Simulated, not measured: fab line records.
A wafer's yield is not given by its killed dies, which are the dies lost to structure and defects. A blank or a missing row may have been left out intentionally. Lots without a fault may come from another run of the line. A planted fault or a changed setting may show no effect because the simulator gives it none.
Chamber matching | flow nandHarc | 4 sister chambers for NHARC_A_STAIRCASE_TRIM_187 on rieDiel-01
The step chemistry O2, time 211.2 s. 18 wafers are shown with their chamber, then 9 later ones without.

## WAFERS WITH THEIR CHAMBER
wafer  | chamber | drypumpMotorCurrentA (A) | showerheadPlenumPTorr (Torr) | rfVppV (V)
L074.1 | 3       | 5.0                      | 3.38                         | 56.3
L074.5 | 3       | 5.0                      | 3.38                         | 58.1
L074.6 | 2       | 5.4                      | 3.32                         | 58.1
L076.2 | 1       | 6.0                      | 3.49                         | 58.0
L076.4 | 0       | 5.1                      | 3.74                         | 59.4
L076.5 | 1       | 6.1                      | 3.49                         | 56.3
L080.3 | 1       | 6.1                      | 3.48                         | 56.3
L080.4 | 2       | 5.4                      | 3.31                         | 56.5
L080.5 | 0       | 5.1                      | 3.73                         | 57.2
L083.3 | 2       | 5.4                      | 3.30                         | 56.6
L083.4 | 0       | 5.1                      | 3.73                         | 58.5
L083.5 | 2       | 5.4                      | 3.30                         | 57.2
L085.2 | 3       | 5.0                      | 3.36                         | 58.0
L085.5 | 2       | 5.4                      | 3.30                         | 59.2
L085.6 | 3       | 5.0                      | 3.36                         | 58.4
L086.3 | 2       | 5.4                      | 3.30                         | 57.8
L086.4 | 0       | 5.1                      | 3.72                         | 58.6
L086.5 | 2       | 5.4                      | 3.30                         | 58.4

SIGNATURES (averages over the wafers above)
reading               | chamber 0 | chamber 1 | chamber 2 | chamber 3 | scatter within a chamber
drypumpMotorCurrentA  | 5.100     | 6.067     | 5.400     | 5.000     | 0.0218
showerheadPlenumPTorr | 3.7300    | 3.4867    | 3.3043    | 3.3700    | 0.00861
rfVppV                | 58.425    | 56.867    | 57.686    | 57.700    | 0.961
Rule: distance of a wafer from a chamber = root of the sum over the readings of ((wafer's reading minus chamber's mean) / reading's scatter) squared. The wafer belongs to the nearest chamber; if the next one is less than 2 further off, it can't be placed. How the scatter is found: for the shown wafers, subtract from each reading the mean of its chamber, square and add these, divide the total by (wafers less chambers), then take the root.

## WAFERS MISSING THEIR CHAMBER
wafer  | drypumpMotorCurrentA (A) | showerheadPlenumPTorr (Torr) | rfVppV (V)
L088.2 | 5.1                      | 3.72                         | 58.8
L088.3 | 5.4                      | 3.30                         | 56.0
L088.5 | 5.1                      | 3.72                         | 58.1
L090.1 | 5.4                      | 3.29                         | 57.3
L090.3 | 5.0                      | 3.35                         | 58.1
L090.6 | 5.4                      | 3.29                         | 58.6
L092.1 | 5.4                      | 3.29                         | 57.5
L092.3 | 5.1                      | 3.71                         | 57.9
L092.6 | 6.1                      | 3.46                         | 58.4

## CHAMBER TAKEN BY EACH
wafer  | from the rows above | in truth
L088.2 | 0                   | 0
L088.3 | 2                   | 2
L088.5 | 0                   | 0
L090.1 | 2                   | 2
L090.3 | 3                   | 3
L090.6 | 2                   | 2
L092.1 | 2                   | 2
L092.3 | 0                   | 0
L092.6 | 1                   | 1
9 of 9 placed correctly. Not placeable from these rows: 0. Placed wrongly: 0.
